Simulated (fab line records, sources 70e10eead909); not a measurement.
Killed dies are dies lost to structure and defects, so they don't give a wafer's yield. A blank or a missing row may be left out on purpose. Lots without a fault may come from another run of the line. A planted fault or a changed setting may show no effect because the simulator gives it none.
Which tool did it? | flow nand_harc | 6 lots, 18 wafers sampled, at 6 steps of a route of 1159

WHAT THE GAUGES READ, wafer by wafer
NHARC_P_M1_THK_MEAS_24: measures by xrf.
lot  | measured     | on            | thk_nm (nm)
L444 | day 6 04:53  | film_metro-02 | 156.5 158.4 158.7
L446 | day 6 21:25  | film_metro-01 | 157.6 159.3 158.9
L448 | day 7 07:55  | film_metro-02 | 158.8 158.0 155.3
L462 | day 10 19:08 | film_metro-02 | 155.9 156.8 156.6
L464 | day 11 03:58 | film_metro-01 | 158.0 158.9 157.6
L466 | day 11 16:25 | film_metro-01 | 157.8 158.6 157.2

WHICH TOOL RAN EACH LOT (tool, then ch and the chambers of the sampled wafers, then the start)
lot  | NHARC_P_M1_ETCH_35                 | NHARC_P_M1_DEGAS_29          | NHARC_P_M1_PVD_21                       | NHARC_P_M1_ECD_22              | NHARC_P_M1_CMP_23
L444 | rie_diel-05 ch 2,3, day 6 02:01    | pvd_sputter-01, day 6 02:58  | pvd_sputter-01, day 6 03:50 or earlier  | ecd_cu-01 ch 0,1, day 6 03:50  | cmp-02 ch 0,1,2, day 6 04:35
L446 | rie_diel-11 ch 0,1,2, day 6 19:05  | pvd_sputter-01, day 6 20:01  | pvd_sputter-01, day 6 20:25 or earlier  | ecd_cu-01 ch 0,1, day 6 20:25  | cmp-02 ch 0,1,3, day 6 21:07
L448 | rie_diel-05 ch 0,1,3, day 7 05:26  | pvd_sputter-03, day 7 06:23  | pvd_sputter-03, day 7 06:46 or earlier  | ecd_cu-01 ch 0,1, day 7 06:46  | cmp-02 ch 0,2,3, day 7 07:37
L462 | rie_diel-13 ch 0,1,2, day 10 16:47 | pvd_sputter-01, day 10 17:43 | pvd_sputter-01, day 10 18:08 or earlier | ecd_cu-01 ch 0,1, day 10 18:08 | cmp-03 ch 0,1, day 10 18:51
L464 | rie_diel-05 ch 0,1,2, day 11 01:37 | pvd_sputter-02, day 11 02:32 | pvd_sputter-02, day 11 02:56 or earlier | ecd_cu-02 ch 0,1, day 11 02:56 | cmp-03 ch 0,1,2, day 11 03:39
L466 | rie_diel-13 ch 0,1,3, day 11 14:01 | pvd_sputter-01, day 11 14:58 | pvd_sputter-01, day 11 15:20 or earlier | ecd_cu-01 ch 0,1, day 11 15:20 | cmp-02 ch 0,1,2, day 11 16:07
- NHARC_P_M1_ETCH_35: etches the open film in N2/H2, target depth 40 nm, overetch 12 nm, time 43.94 s.
- NHARC_P_M1_DEGAS_29: time 60 s.
- NHARC_P_M1_PVD_21: deposits Cu, target thk 30 nm, time 20.49 s.
- NHARC_P_M1_ECD_22: material Cu, target thk 400 nm.
- NHARC_P_M1_CMP_23: polishes, t overpolish 20 s, target thk 157.82 nm.

THE ANSWER, worked out from the rows above alone
Rule: what is usual is taken from the lots themselves. Put in order of their means at a reading, lots are off if they are a third of the lots or fewer, leave a main group of 4 or more, and stand apart from it by a gap of 3 or more times the standard deviation of the main group's means; of several such gaps the widest counts. A main group whose means are all the same, to the digits that the tables above print for the reading, isn't used. A lot without any number at a reading at which 4 lots or more have one is off too. The other lots that the step has rows for count as sound.
No lot is off at any reading shown: from this, nothing can be told.

WHAT THE SIMULATOR HAD PUT IN
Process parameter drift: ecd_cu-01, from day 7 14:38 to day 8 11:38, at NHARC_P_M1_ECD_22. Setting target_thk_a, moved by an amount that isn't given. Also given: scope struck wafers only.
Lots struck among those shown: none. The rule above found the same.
